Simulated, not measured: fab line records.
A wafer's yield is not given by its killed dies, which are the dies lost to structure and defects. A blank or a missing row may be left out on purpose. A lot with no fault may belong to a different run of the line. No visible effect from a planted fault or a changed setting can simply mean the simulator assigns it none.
A lot that was struck, set against a sound lot | flow nandHarc | 23 out of 1159 route steps
Sound: these wafers, L867.3, L867.4, L867.6. Struck: wafer L883.5. (L883.2, L883.6 of the same lot were not struck and are left out.) The cause comes at the end.
Per side, at each step with rows, come the tool, then ch with its chambers, and then its first start. Under that, the readings that differ: sound wafers | struck wafers | difference of the means | sigmas: that difference in standard deviations of wafers without a fault.
alike: readings with means less than 2 such deviations apart, plus words and numbers identical on both sides. not compared: withheld readings, readings lacking a value on some wafer, bounds such as >300 that could conceal the same value, and numbers that have no deviation in the record and whose values overlap.
A row with sigmas, a row that says differs or no value, or rows on one side alone: a step with any of these is where the two part. Non-overlapping numbers with no deviation appear without sigmas and do not part them. A reading that every wafer of one side lacks parts them only if that side has two wafers or more.

NHARC_P_M0_INSPECT_27:
  sound on defectInspect-02 at day 6 08:33; struck on defectInspect-01 at day 10 02:04
  alike: rawDefectCount
NHARC_P_M0_PRE_CLEAN_31: time 12 s.
  sound on pecvd-02 ch 0,1, day 6 08:38; struck on pecvd-03 ch 2, day 10 02:09
  alike: heaterPowerW
NHARC_P_M0_DEP_32: deposits SiCN, target thk 30 nm.
  sound on pecvd-02 ch 0,1, day 6 08:47; struck on pecvd-03 ch 2, day 10 02:16
reading          | sound       | struck | difference | sigmas
heaterPowerW (W) | 494 490 595 | 705    | +179       | +2
then, 8 steps without rows for these wafers: NHARC_P_M1_DEP_00 (deposits SiOC, target thk 182.5 nm); NHARC_P_M1_DEHYDRATE_01 (time 120 s); NHARC_P_M1_HMDS_02 (time 30 s); NHARC_P_M1_COAT_34 (time 65 s); NHARC_P_M1_COAT_03 (resist thk 90 nm); NHARC_P_M1_SOFTBAKE_04 (time 55 s); NHARC_P_M1_EBR_05; NHARC_P_M1_EXPOSE_06 (exposes mask P M1, target cd 130 nm).
NHARC_P_M1_PEB_07: peb time 65 s.
  sound on lithoTrack-06 ch 0, day 6 09:51; struck on lithoTrack-04 ch 0, day 10 03:25
  alike: exhaustPa
then, 1 step without rows for these wafers: NHARC_P_M1_DEVELOP_08 (develop time 35 s).
NHARC_P_M1_CD_MEAS_09: the cd target is 130 nm.
  sound on cdSem-03 ch 0, day 6 09:56; struck on cdSem-01 ch 0, day 10 03:29
reading   | sound             | struck | difference | sigmas
cdNm (nm) | 129.1 129.2 129.2 | 144.7  | +15.5      | +28
NHARC_P_M1_OVL_MEAS_10: pitch 260 nm.
  sound on overlay-02 at day 6 10:01; struck on overlay-01 at day 10 03:35
  alike: overlayXNm, overlayYNm
NHARC_P_M1_INSPECT_11:
  sound on defectInspect-02 at day 6 10:03; struck on defectInspect-02 at day 10 03:37
reading        | sound | struck | difference | sigmas
rawDefectCount | 2 3 2 | 7      | +5         | +2
NHARC_P_M1_DESCUM_14: chemistry O2, time 3 s.
  sound on rieDiel-05 ch 1,2,3, day 6 10:07; struck on rieDiel-09 ch 1, day 10 03:41
reading              | sound             | struck | difference | sigmas
rfVppV (V)           | 56.1 57.0 57.2    | 59.0   | +2.2       | +2
model.P_M1.cdNm (nm) | 128.9 129.4 129.3 | 144.7  | +15.5      | 
  alike: drypumpMotorCurrentA, mfcArSccm, oesProductAu, showerheadPlenumPTorr, throttleValvePct
  not compared: rfHoursCounterH
NHARC_P_M1_ETCH_35: etches the open film in N2/H2, target depth 40 nm, overetch 12 nm, time 43.94 s.
  sound on rieDiel-05 ch 1,2,3, day 6 10:11; struck on rieDiel-09 ch 3, day 10 03:46
  alike: biasW, drypumpMotorCurrentA, mfcArSccm, n2FlowSccm, oesProductAu, rfVppV, showerheadPlenumPTorr, throttleValvePct
  not compared: rfHoursCounterH
NHARC_P_M1_ETCH_15: etches the open film in C4F8/Ar, target depth 182.5 nm, time 91.2 s.
  sound: rieDiel-05 ch 1,2,3; struck: rieDiel-09 ch 1
  alike: biasW, oesProductAu, rfVppV
  not compared: rfHoursCounterH
NHARC_P_M1_CD_MEAS_16:
  sound on cdSem-03 at day 6 10:25; struck on cdSem-03 at day 10 03:59
reading   | sound             | struck | difference | sigmas
cdNm (nm) | 128.2 129.1 128.4 | 144.0  | +15.4      | +19
NHARC_P_M1_STRIP_18: strips in N2/H2.
  sound on rieDiel-09 ch 1,3, day 6 10:31; struck on rieDiel-07 ch 0, day 10 04:05
reading             | sound             | struck | difference | sigmas
oesProductAu (a.u.) | 0.984 0.991 0.987 | 1.010  | +0.023     | +2
  alike: drypumpMotorCurrentA, mfcArSccm, n2FlowSccm, rfVppV, showerheadPlenumPTorr, throttleValvePct
  not compared: rfHoursCounterH
NHARC_P_M1_ETCH_28: etches the open film in CF4/N2, target depth 30 nm, time 72.99 s.
  sound: rieDiel-09 ch 0,2; struck: rieDiel-07 ch 1
reading              | sound             | struck | difference | sigmas
mfcArSccm (sccm)     | 151.6 150.3 150.4 | 149.5  | -1.3       | -3
model.P_M1.cdNm (nm) | 128.2 128.5 128.2 | 144.4  | +16.1      | 
  alike: biasW, drypumpMotorCurrentA, n2FlowSccm, oesProductAu, rfVppV, showerheadPlenumPTorr, throttleValvePct
  not compared: rfHoursCounterH
then, 1 step without rows for these wafers: NHARC_P_M1_STRIP_19 (strips in post etch residue remover, time 600 s).

WHERE THEY PART
Last at NHARC_P_M1_ETCH_28 as far as this record goes, first at NHARC_P_M0_DEP_32.

WHY: the cause the simulator had injected
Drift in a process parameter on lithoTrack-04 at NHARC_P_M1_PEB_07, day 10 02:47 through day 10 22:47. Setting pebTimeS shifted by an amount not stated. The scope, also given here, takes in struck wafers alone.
